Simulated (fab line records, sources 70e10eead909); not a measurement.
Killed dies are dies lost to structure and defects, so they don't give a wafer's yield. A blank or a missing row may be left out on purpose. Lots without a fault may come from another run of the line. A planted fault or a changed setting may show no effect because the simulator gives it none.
Chamber matching | flow nand_harc | NHARC_A_WL_FILL_ETCHBACK_26 on rie_si-05: 4 sister chambers
The step etches the open film in HBr, target depth 52 nm, time 13.3 s. 4 wafers are shown with their chamber, then 9 later ones without.

WAFERS WITH THEIR CHAMBER
wafer  | chamber | drypump_motor_current_A (A)
L083.1 | 0       | 4.8
L088.3 | 3       | 5.2
L088.5 | 2       | 6.4
L088.6 | 1       | 5.8

WAFERS WITHOUT THEIR CHAMBER
wafer  | drypump_motor_current_A (A)
L090.2 | 6.4
L090.5 | 4.8
L090.6 | 5.2
L095.3 | 6.4
L095.4 | 5.8
L095.5 | 5.8
L096.1 | 6.5
L096.4 | 4.8
L096.6 | 6.5

WHICH CHAMBER EACH WENT THROUGH
wafer  | from the rows above | in truth
L090.2 | 2                   | 2
L090.5 | 0                   | 0
L090.6 | 3                   | 3
L095.3 | 2                   | 2
L095.4 | 1                   | 1
L095.5 | 1                   | 1
L096.1 | 2                   | 2
L096.4 | 0                   | 0
L096.6 | 2                   | 2
Placed correctly: 9 of 9. Can't be placed from these rows: 0. Placed wrongly: 0.
How it was worked out, from the rows above alone: a wafer's distance from a chamber is the root of the sum, over the readings, of the square of ((its reading less the chamber's mean) divided by the reading's scatter). The wafer belongs to the nearest chamber; if the next one is less than 2 further off, it can't be placed. A chamber's mean is the mean of its shown wafers. The scatter: with one shown wafer a chamber, the root of the mean of the squares of how far each hidden wafer lies from its nearest shown one.
